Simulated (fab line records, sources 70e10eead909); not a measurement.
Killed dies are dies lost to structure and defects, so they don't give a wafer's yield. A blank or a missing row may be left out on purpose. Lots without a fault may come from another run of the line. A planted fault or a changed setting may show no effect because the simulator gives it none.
Chamber matching | flow nand_harc | NHARC_A_SLIT_DEP_25 on pecvd-01: 3 sister chambers
The step deposits SiO2, target thk 200 nm. 3 wafers are shown with their chamber, then 11 later ones without.

WAFERS WITH THEIR CHAMBER
wafer  | chamber | throttle_valve_pct (%)
L086.5 | 2       | 14.9
L088.6 | 1       | 15.6
L091.1 | 0       | 15.9

WAFERS WITHOUT THEIR CHAMBER
wafer  | throttle_valve_pct (%)
L091.3 | 15.4
L091.4 | 15.7
L093.1 | 15.1
L093.3 | 15.8
L093.5 | 15.6
L094.3 | 15.1
L094.4 | 15.6
L094.5 | 16.1
L097.1 | 15.8
L097.4 | 16.1
L097.5 | 15.0

WHICH CHAMBER EACH WENT THROUGH
wafer  | from the rows above     | in truth
L091.3 | 1                       | 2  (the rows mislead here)
L091.4 | can't be placed: 1 or 0 | 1
L093.1 | 2                       | 2
L093.3 | can't be placed: 0 or 1 | 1
L093.5 | 1                       | 1
L094.3 | 2                       | 2
L094.4 | 1                       | 1
L094.5 | 0                       | 0
L097.1 | can't be placed: 0 or 1 | 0
L097.4 | 0                       | 0
L097.5 | 2                       | 2
Placed correctly: 7 of 11. Can't be placed from these rows: 3 (the true chamber is among the candidates in 3). Placed wrongly: 1.
How it was worked out, from the rows above alone: a wafer's distance from a chamber is the root of the sum, over the readings, of the square of ((its reading less the chamber's mean) divided by the reading's scatter). The wafer belongs to the nearest chamber; if the next one is less than 2 further off, it can't be placed. A chamber's mean is the mean of its shown wafers. The scatter: with one shown wafer a chamber, the root of the mean of the squares of how far each hidden wafer lies from its nearest shown one.
